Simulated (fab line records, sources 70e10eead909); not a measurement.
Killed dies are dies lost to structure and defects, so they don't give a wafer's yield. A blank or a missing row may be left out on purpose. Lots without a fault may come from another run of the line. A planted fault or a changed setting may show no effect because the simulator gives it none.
A struck lot beside a sound one | flow nand_harc | 21 steps out of a route of 1302
Sound: wafers L314.1, L314.4, L314.5. Struck: wafers L322.1, L322.3, L322.6. The cause comes at the end.
At each step with rows: each side's tool, then ch and its chambers, then its first start. Under that, the readings that differ: sound wafers | struck wafers | difference of the means | sigmas: that difference in standard deviations of wafers without a fault.
alike: readings whose means differ by less than 2 such deviations, and words and numbers that are the same on both sides. not compared: withheld readings, readings that some wafer has no value for, bounds like >300 that may hide the same value, and numbers for which the record gives no deviation and whose values overlap.
The two part at a step that has a row with sigmas, a row that says differs or no value, or rows on one side only. Numbers that don't overlap but have no deviation are shown without sigmas and don't part them. A reading that every wafer of one side lacks parts them only if that side has two wafers or more.

first, 9 steps without rows for these wafers: NHARC_THIN_TSV_PVD_24 (deposits Al, target thk 800 nm); NHARC_THIN_TSV_DEHYDRATE_25 (time 120 s); NHARC_THIN_TSV_HMDS_26 (time 30 s); NHARC_THIN_TSV_COAT_27; NHARC_THIN_TSV_SOFTBAKE_28 (time 95 s); NHARC_THIN_TSV_EBR_29; NHARC_THIN_TSV_EXPOSE_30 (exposes mask PAD); NHARC_THIN_TSV_PEB_31 (peb time 85 s); NHARC_THIN_TSV_DEVELOP_32 (time 70 s).
NHARC_THIN_TSV_CD_MEAS_33: target cd 5000 nm.
  sound on cd_sem-03 ch 0, day 26 21:44; struck on cd_sem-02 ch 0, day 29 22:29
  alike: cd_nm
then, 1 step without rows for these wafers: NHARC_THIN_TSV_HARDBAKE_34 (time 80 s).
NHARC_THIN_TSV_DESCUM_35: chemistry O2, time 3 s.
  sound on rie_diel-09 ch 2,3, day 26 21:53; struck on rie_diel-07 ch 1,3, day 29 22:38
  alike: drypump_motor_current_A, oes_product_au, rf_vpp_V, showerhead_plenum_p_Torr, throttle_valve_pct
  not compared: rf_hours_counter_h
NHARC_THIN_TSV_ETCH_59: etches the open film in Cl2/BCl3, target depth 880 nm, time 138.1 s.
  sound on rie_metal-02 ch 0,1, day 26 22:01; struck on rie_metal-02 ch 1, day 29 22:49
  alike: drypump_motor_current_A, he_backside_leak_sccm, mfc_cl2_sccm, oes_product_au, throttle_valve_pct
  not compared: rf_hours_counter_h
NHARC_THIN_TSV_ETCH_36: etches the open film in Cl2/BCl3, target depth 65 nm, time 18.571 s.
  sound on rie_metal-02 ch 0,1, day 26 22:17; struck on rie_metal-02 ch 0,1, day 29 23:02
  alike: drypump_motor_current_A, he_backside_leak_sccm, oes_product_au
  not compared: rf_hours_counter_h
NHARC_THIN_TSV_STRIP_56: strips in O2.
  sound on plasma_asher-02 ch 0,1, day 26 22:23; struck on plasma_asher-02 ch 0,1, day 29 23:08
  alike: drypump_motor_current_A, heater_power_w
  not compared: rf_hours_counter_h
then, 1 step without rows for these wafers: NHARC_THIN_TSV_STRIP_57 (strips in post etch residue remover, time 1200 s).
NHARC_THIN_TSV_CD_MEAS_37:
  sound on cd_sem-02, day 26 23:10; struck on cd_sem-03, day 29 23:55
  alike: cd_nm
then, 1 step without rows for these wafers: NHARC_THIN_TSV_ANNEAL_58 (time 1800 s).
NHARC_THIN_TSV_INSPECT_40:
  sound on defect_inspect-01, day 27 05:15; struck on defect_inspect-02, day 30 04:40
  reading          | sound       | struck         | difference | sigmas
  raw_defect_count | 585 679 754 | 1213 1296 1288 | +593       | +6
  not compared: hold
NHARC_END_WLT_00:
  sound on prober-02, day 27 05:19; struck on prober-01, day 30 06:07
  reading | sound | struck                                                                     | difference                   | sigmas
  hold    | - - - | await_dispo/1.4h/release await_dispo/1.4h/release await_dispo/1.4h/release | no value on the sound wafers |
  alike: VT_DECK1_BOTTOM, VT_DECK1_BOTTOM_INNER, VT_DECK1_MEDIAN_NEAR_BOTTOM, VT_DECK1_MEDIAN_NEAR_BOTTOM_INNER, VT_DECK1_MIDDLE, VT_DECK1_MIDDLE_INNER, VT_DECK1_TOP, VT_DECK1_TOP_INNER, VT_DECK2_BOTTOM, VT_DECK2_BOTTOM_INNER, VT_DECK2_MEDIAN_NEAR_BOTTOM, VT_DECK2_MEDIAN_NEAR_BOTTOM_INNER, VT_DECK2_MIDDLE, VT_DECK2_MIDDLE_INNER, VT_DECK2_TOP, VT_DECK2_TOP_INNER
NHARC_END_SORT_01:
  sound on prober-02 ch 0, day 27 08:19; struck on prober-01 ch 0, day 30 09:05
  reading                  | sound          | struck                                                                     | difference                   | sigmas
  hold                     | - - -          | await_dispo/4.5h/release await_dispo/4.5h/release await_dispo/4.5h/release | no value on the sound wafers |
  defect_limited_yield (%) | 94.8 90.0 95.3 | 80.6 80.8 80.6                                                             | -12.7                        | -5
  killed_at_other          | 2 0 1          | 96 103 91                                                                  | +96                          | +96
  killed_dies              | 35 68 32       | 131 130 131                                                                | +86                          | +5
  sort_bin_2_pct (%)       | 2.8 3.4 1.5    | 7.8 8.1 8.4                                                                | +5.5                         | +5
  sort_bin_3_pct (%)       | 0.4 0.9 0.7    | 4.1 4.3 5.9                                                                | +4.1                         | +11
  sort_bin_4_pct (%)       | 1.9 5.8 2.5    | 7.4 6.8 5.0                                                                | +3.0                         | +2
  sort_n_pass              | 642 609 645    | 546 547 546                                                                | -86                          | -5
  sort_yield_pct (%)       | 94.8 90.0 95.3 | 80.6 80.8 80.6                                                             | -12.7                        | -5
  alike: killed_at_array, killed_at_periphery, killed_open, killed_short, sort_rim_yield_pct

WHERE THEY PART
First at NHARC_THIN_TSV_INSPECT_40; last, within this record, at NHARC_END_SORT_01.

WHY: what the simulator had put in
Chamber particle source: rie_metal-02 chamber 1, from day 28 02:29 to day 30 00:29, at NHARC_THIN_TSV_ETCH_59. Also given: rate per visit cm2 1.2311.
